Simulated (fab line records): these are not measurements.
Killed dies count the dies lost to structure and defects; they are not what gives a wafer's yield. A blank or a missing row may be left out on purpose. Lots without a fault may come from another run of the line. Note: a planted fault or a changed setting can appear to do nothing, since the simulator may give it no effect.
Which of the tools did it? | flow n5 finfet | 24 lots with 72 wafers sampled at 4 steps, on a route of 1938 steps

WHAT EACH GAUGE READ, for each wafer
N5_BEOL_M5_OCD_MEAS_38.
lot  | measured     | on     | trench depth nm (nm)
L075 | day 9 01:17  | ocd-02 | 72.4 73.2 72.2
L074 | day 9 06:49  | ocd-01 | 73.4 72.0 73.8
L076 | day 9 19:29  | ocd-01 | 71.1 73.7 70.6
L077 | day 10 01:20 | ocd-01 | 73.1 74.1 71.0
L078 | day 10 05:19 | ocd-02 | 71.1 73.2 73.2
L080 | day 10 08:10 | ocd-02 | 71.2 71.6 73.1
L079 | day 10 08:13 | ocd-01 | 73.0 72.5 70.8
L083 | day 10 14:17 | ocd-02 | 73.8 71.8 69.7
L081 | day 11 09:26 | ocd-01 | 69.3 71.3 69.9
L084 | day 11 16:04 | ocd-02 | 73.6 70.4 72.8
L082 | day 11 21:29 | ocd-01 | 71.1 70.6 72.8
L088 | day 11 22:37 | ocd-01 | 69.8 73.4 71.5
L085 | day 12 03:34 | ocd-01 | 73.0 72.5 72.0
L086 | day 12 13:49 | ocd-01 | 72.7 72.1 71.5
L087 | day 12 20:05 | ocd-02 | 72.0 72.7 71.5
L089 | day 13 02:01 | ocd-01 | 71.8 72.0 71.5
L090 | day 13 04:47 | ocd-01 | 71.6 73.8 72.7
L092 | day 13 07:08 | ocd-02 | 74.3 72.0 71.6
L091 | day 13 10:26 | ocd-01 | 72.6 71.7 73.1
L093 | day 13 11:53 | ocd-02 | 71.3 69.1 72.1
L094 | day 13 22:45 | ocd-01 | 73.0 71.7 73.0
L095 | day 14 06:56 | ocd-01 | 68.9 69.8 72.4
L096 | day 15 01:22 | ocd-01 | 71.5 69.7 72.2
L097 | day 15 04:04 | ocd-02 | 70.8 70.2 71.2

TOOL THAT RAN EACH LOT (tool first, then ch and the chambers of the sampled wafers, then the start)
lot  | N5_BEOL_M5_ETCH_68                 | N5_BEOL_M5_TRENCH_ETCH_37                     | N5_BEOL_M5_ETCH_41
L075 | rie diel-04 ch 0,2, day 9 00:56    | rie diel-04 ch 0,2, day 9 01:17 or earlier    | rie diel-04 ch 0,2, day 9 01:17 or earlier
L074 | rie diel-02 ch 1,2,3, day 9 06:29  | rie diel-02 ch 1,2,3, day 9 06:49 or earlier  | rie diel-02 ch 1,2,3, day 9 06:49 or earlier
L076 | rie diel-02 ch 0,1, day 9 19:08    | rie diel-02 ch 0,1, day 9 19:29 or earlier    | rie diel-02 ch 0,1, day 9 19:29 or earlier
L077 | rie diel-02 ch 0,1,3, day 10 00:59 | rie diel-02 ch 0,1,3, day 10 01:20 or earlier | rie diel-02 ch 0,1,3, day 10 01:20 or earlier
L078 | rie diel-02 ch 0,3, day 10 04:59   | rie diel-02 ch 0,3, day 10 05:19 or earlier   | rie diel-02 ch 0,3, day 10 05:19 or earlier
L080 | rie diel-02 ch 2,3, day 10 07:50   | rie diel-02 ch 2,3, day 10 08:10 or earlier   | rie diel-02 ch 2,3, day 10 08:10 or earlier
L079 | rie diel-04 ch 0,1,3, day 10 07:52 | rie diel-04 ch 0,1,3, day 10 08:13 or earlier | rie diel-04 ch 0,1,3, day 10 08:13 or earlier
L083 | rie diel-05 ch 0,1,3, day 10 13:56 | rie diel-05 ch 0,1,3, day 10 14:17 or earlier | rie diel-05 ch 0,1,3, day 10 14:17 or earlier
L081 | rie diel-04 ch 1,3, day 11 09:06   | rie diel-04 ch 1,3, day 11 09:26 or earlier   | rie diel-04 ch 1,3, day 11 09:26 or earlier
L084 | rie diel-02 ch 0,1, day 11 15:43   | rie diel-02 ch 0,1, day 11 16:04 or earlier   | rie diel-02 ch 0,1, day 11 16:04 or earlier
L082 | rie diel-04 ch 0,1,3, day 11 21:09 | rie diel-04 ch 0,1,3, day 11 21:29 or earlier | rie diel-04 ch 0,1,3, day 11 21:29 or earlier
L088 | rie diel-04 ch 0,1,3, day 11 22:16 | rie diel-04 ch 0,1,3, day 11 22:37 or earlier | rie diel-04 ch 0,1,3, day 11 22:37 or earlier
L085 | rie diel-05 ch 0,2,3, day 12 03:13 | rie diel-05 ch 0,2,3, day 12 03:34 or earlier | rie diel-05 ch 0,2,3, day 12 03:34 or earlier
L086 | rie diel-04 ch 2,3, day 12 13:28   | rie diel-04 ch 2,3, day 12 13:49 or earlier   | rie diel-04 ch 2,3, day 12 13:49 or earlier
L087 | rie diel-05 ch 2,3, day 12 19:44   | rie diel-05 ch 2,3, day 12 20:05 or earlier   | rie diel-05 ch 2,3, day 12 20:05 or earlier
L089 | rie diel-05 ch 2,3, day 13 01:40   | rie diel-05 ch 2,3, day 13 02:01 or earlier   | rie diel-05 ch 2,3, day 13 02:01 or earlier
L090 | rie diel-02 ch 0,2,3, day 13 04:26 | rie diel-02 ch 0,2,3, day 13 04:47 or earlier | rie diel-02 ch 0,2,3, day 13 04:47 or earlier
L092 | rie diel-02 ch 0,1,2, day 13 06:47 | rie diel-02 ch 0,1,2, day 13 07:08 or earlier | rie diel-02 ch 0,1,2, day 13 07:08 or earlier
L091 | rie diel-04 ch 0,1,3, day 13 10:06 | rie diel-04 ch 0,1,3, day 13 10:26 or earlier | rie diel-04 ch 0,1,3, day 13 10:26 or earlier
L093 | rie diel-05 ch 0,1,2, day 13 11:32 | rie diel-05 ch 0,1,2, day 13 11:53 or earlier | rie diel-05 ch 0,1,2, day 13 11:53 or earlier
L094 | rie diel-04 ch 0,1,2, day 13 22:25 | rie diel-04 ch 0,1,2, day 13 22:45 or earlier | rie diel-04 ch 0,1,2, day 13 22:45 or earlier
L095 | rie diel-05 ch 1,2, day 14 06:35   | rie diel-05 ch 1,2, day 14 06:56 or earlier   | rie diel-05 ch 1,2, day 14 06:56 or earlier
L096 | rie diel-05 ch 0,1,2, day 15 01:02 | rie diel-05 ch 0,1,2, day 15 01:22 or earlier | rie diel-05 ch 0,1,2, day 15 01:22 or earlier
L097 | rie diel-04 ch 1,2,3, day 15 03:44 | rie diel-04 ch 1,2,3, day 15 04:04 or earlier | rie diel-04 ch 1,2,3, day 15 04:04 or earlier
- N5_BEOL_M5_ETCH_68: etches SOC in N2/H2, target depth 80 nm, overetch 16 nm, time 120 s.
- N5_BEOL_M5_TRENCH_ETCH_37: etches SiCOH lowk in C4F6/O2, target depth 71.652 nm, time 24.7 s.
- N5_BEOL_M5_ETCH_41: etches SiCN in CH3F/O2, target depth 31.5 nm, time 56.7 s.

AS READ BY THE TOOLS THEMSELVES (means over the sampled wafers that have a number; for cases with no such wafer, the mark the record gives instead)
N5_BEOL_M5_ETCH_68.
lot  | tool        | drypump motor current A (A) | oes product au (a.u.) | rf vpp V (V) | showerhead plenum p Torr (Torr) | throttle valve pct (%)
L075 | rie diel-04 | 5.2                         | 0.68                  | 528.2        | 2.71                            | 17.74
L074 | rie diel-02 | 5.5                         | 0.69                  | 523.8        | 2.57                            | 17.88
L076 | rie diel-02 | 5.5                         | 0.60                  | 523.0        | 2.52                            | 18.01
L077 | rie diel-02 | 5.5                         | 0.64                  | 523.0        | 2.51                            | 17.99
L078 | rie diel-02 | 5.7                         | 0.64                  | 523.4        | 2.51                            | 18.03
L080 | rie diel-02 | 5.8                         | 0.67                  | 526.5        | 2.63                            | 17.89
L079 | rie diel-04 | 5.4                         | 0.60                  | 523.7        | 2.56                            | 17.91
L083 | rie diel-05 | 5.9                         | 0.57                  | 524.1        | 2.55                            | 18.05
L081 | rie diel-04 | 5.5                         | 0.55                  | 521.9        | 2.49                            | 18.01
L084 | rie diel-02 | 5.3                         | 0.63                  | 522.2        | 2.49                            | 17.96
L082 | rie diel-04 | 5.4                         | 0.59                  | 523.9        | 2.55                            | 17.94
L088 | rie diel-04 | 5.4                         | 0.59                  | 524.3        | 2.55                            | 17.93
L085 | rie diel-05 | 5.6                         | 0.58                  | 523.4        | 2.52                            | 17.93
L086 | rie diel-04 | 6.2                         | 0.61                  | 525.5        | 2.61                            | 18.14
L087 | rie diel-05 | 5.7                         | 0.61                  | 523.4        | 2.53                            | 17.85
L089 | rie diel-05 | 5.8                         | 0.61                  | 525.1        | 2.61                            | 17.80
L090 | rie diel-02 | 5.8                         | 0.61                  | 524.6        | 2.57                            | 18.00
L092 | rie diel-02 | 5.6                         | 0.61                  | 524.4        | 2.56                            | 17.97
L091 | rie diel-04 | 5.4                         | 0.65                  | 523.5        | 2.55                            | 17.83
L093 | rie diel-05 | 5.7                         | 0.62                  | 524.3        | 2.57                            | 18.04
L094 | rie diel-04 | 5.4                         | 0.66                  | 526.1        | 2.62                            | 17.75
L095 | rie diel-05 | 6.0                         | 0.54                  | 522.9        | 2.50                            | 18.19
L096 | rie diel-05 | 5.8                         | 0.60                  | 523.9        | 2.57                            | 18.05
L097 | rie diel-04 | 5.9                         | 0.63                  | 523.9        | 2.54                            | 17.99

N5_BEOL_M5_TRENCH_ETCH_37.
lot  | tool        | drypump motor current A (A) | oes product au (a.u.) | rf vpp V (V) | showerhead plenum p Torr (Torr) | throttle valve pct (%)
L075 | rie diel-04 | 5.3                         | 0.91                  | 677          | 3.02                            | 20.88
L074 | rie diel-02 | 5.5                         | 0.92                  | 674          | 2.86                            | 20.91
L076 | rie diel-02 | 5.5                         | 0.78                  | 674          | 2.82                            | 21.15
L077 | rie diel-02 | 5.5                         | 0.84                  | 672          | 2.81                            | 21.08
L078 | rie diel-02 | 5.7                         | 0.84                  | 670          | 2.80                            | 21.02
L080 | rie diel-02 | 5.8                         | 0.87                  | 675          | 2.91                            | 20.78
L079 | rie diel-04 | 5.4                         | 0.79                  | 664          | 2.86                            | 21.04
L083 | rie diel-05 | 5.9                         | 0.75                  | 674          | 2.83                            | 20.94
L081 | rie diel-04 | 5.5                         | 0.71                  | 660          | 2.79                            | 21.15
L084 | rie diel-02 | 5.3                         | 0.83                  | 674          | 2.81                            | 21.15
L082 | rie diel-04 | 5.4                         | 0.78                  | 662          | 2.86                            | 21.05
L088 | rie diel-04 | 5.4                         | 0.77                  | 663          | 2.86                            | 21.06
L085 | rie diel-05 | 5.6                         | 0.77                  | 669          | 2.81                            | 20.93
L086 | rie diel-04 | 6.2                         | 0.80                  | 677          | 2.92                            | 21.25
L087 | rie diel-05 | 5.6                         | 0.79                  | 660          | 2.83                            | 20.96
L089 | rie diel-05 | 5.8                         | 0.80                  | 664          | 2.91                            | 20.88
L090 | rie diel-02 | 5.8                         | 0.80                  | 673          | 2.86                            | 20.98
L092 | rie diel-02 | 5.6                         | 0.81                  | 675          | 2.86                            | 21.03
L091 | rie diel-04 | 5.4                         | 0.87                  | 663          | 2.86                            | 20.96
L093 | rie diel-05 | 5.7                         | 0.80                  | 673          | 2.85                            | 20.96
L094 | rie diel-04 | 5.4                         | 0.87                  | 672          | 2.93                            | 20.94
L095 | rie diel-05 | 6.0                         | 0.70                  | 663          | 2.78                            | 21.14
L096 | rie diel-05 | 5.7                         | 0.79                  | 673          | 2.85                            | 20.98
L097 | rie diel-04 | 5.8                         | 0.82                  | 668          | 2.84                            | 21.14

N5_BEOL_M5_ETCH_41.
lot  | tool        | drypump motor current A (A) | oes product au (a.u.) | rf vpp V (V) | showerhead plenum p Torr (Torr) | throttle valve pct (%)
L075 | rie diel-04 | 5.2                         | 0.91                  | 299.4        | 2.13                            | 16.23
L074 | rie diel-02 | 5.6                         | 0.92                  | 297.8        | 2.01                            | 16.25
L076 | rie diel-02 | 5.5                         | 0.79                  | 296.4        | 1.98                            | 16.53
L077 | rie diel-02 | 5.5                         | 0.85                  | 297.3        | 1.97                            | 16.42
L078 | rie diel-02 | 5.7                         | 0.84                  | 296.2        | 1.97                            | 16.40
L080 | rie diel-02 | 5.8                         | 0.88                  | 299.1        | 2.05                            | 16.18
L079 | rie diel-04 | 5.4                         | 0.78                  | 297.6        | 2.01                            | 16.44
L083 | rie diel-05 | 5.9                         | 0.75                  | 296.9        | 1.99                            | 16.37
L081 | rie diel-04 | 5.5                         | 0.71                  | 296.4        | 1.96                            | 16.59
L084 | rie diel-02 | 5.3                         | 0.83                  | 296.0        | 1.97                            | 16.48
L082 | rie diel-04 | 5.4                         | 0.77                  | 297.1        | 2.01                            | 16.47
L088 | rie diel-04 | 5.4                         | 0.77                  | 297.0        | 2.01                            | 16.47
L085 | rie diel-05 | 5.6                         | 0.76                  | 297.0        | 1.97                            | 16.34
L086 | rie diel-04 | 6.2                         | 0.81                  | 297.9        | 2.05                            | 16.59
L087 | rie diel-05 | 5.6                         | 0.79                  | 297.1        | 1.99                            | 16.34
L089 | rie diel-05 | 5.8                         | 0.81                  | 298.5        | 2.05                            | 16.26
L090 | rie diel-02 | 5.8                         | 0.80                  | 297.6        | 2.01                            | 16.39
L092 | rie diel-02 | 5.5                         | 0.80                  | 298.1        | 2.01                            | 16.43
L091 | rie diel-04 | 5.4                         | 0.86                  | 298.0        | 2.01                            | 16.34
L093 | rie diel-05 | 5.7                         | 0.80                  | 298.2        | 2.01                            | 16.37
L094 | rie diel-04 | 5.4                         | 0.87                  | 298.7        | 2.06                            | 16.30
L095 | rie diel-05 | 6.0                         | 0.70                  | 296.4        | 1.96                            | 16.56
L096 | rie diel-05 | 5.7                         | 0.79                  | 296.8        | 2.00                            | 16.38
L097 | rie diel-04 | 5.8                         | 0.83                  | 297.3        | 2.00                            | 16.47

THE ANSWER, worked out from the rows above alone
Rule: what is usual is taken from the lots themselves. Put in order of their means at a reading, lots are off if they are a third of the lots or fewer, leave a main group of 4 or more, and stand apart from it by a gap of 3 or more times the standard deviation of the main group's means; of several such gaps the widest counts. The tables above print the reading to a certain number of digits; a main group whose means all agree to those digits is not used. Also off: a lot with no number at a reading for which 4 or more lots have one. All remaining lots with rows at the step are treated as sound. The gauges are gone through in route order, then the tools' own readings, and for those a lot's mean is taken as printed above. The first step at which some lot is off is used, and at that step the reading that is off furthest; a lot without a number counts as furthest.
None of the lots is off at any reading shown; this tells nothing.

WHAT THE SIMULATOR PUT IN
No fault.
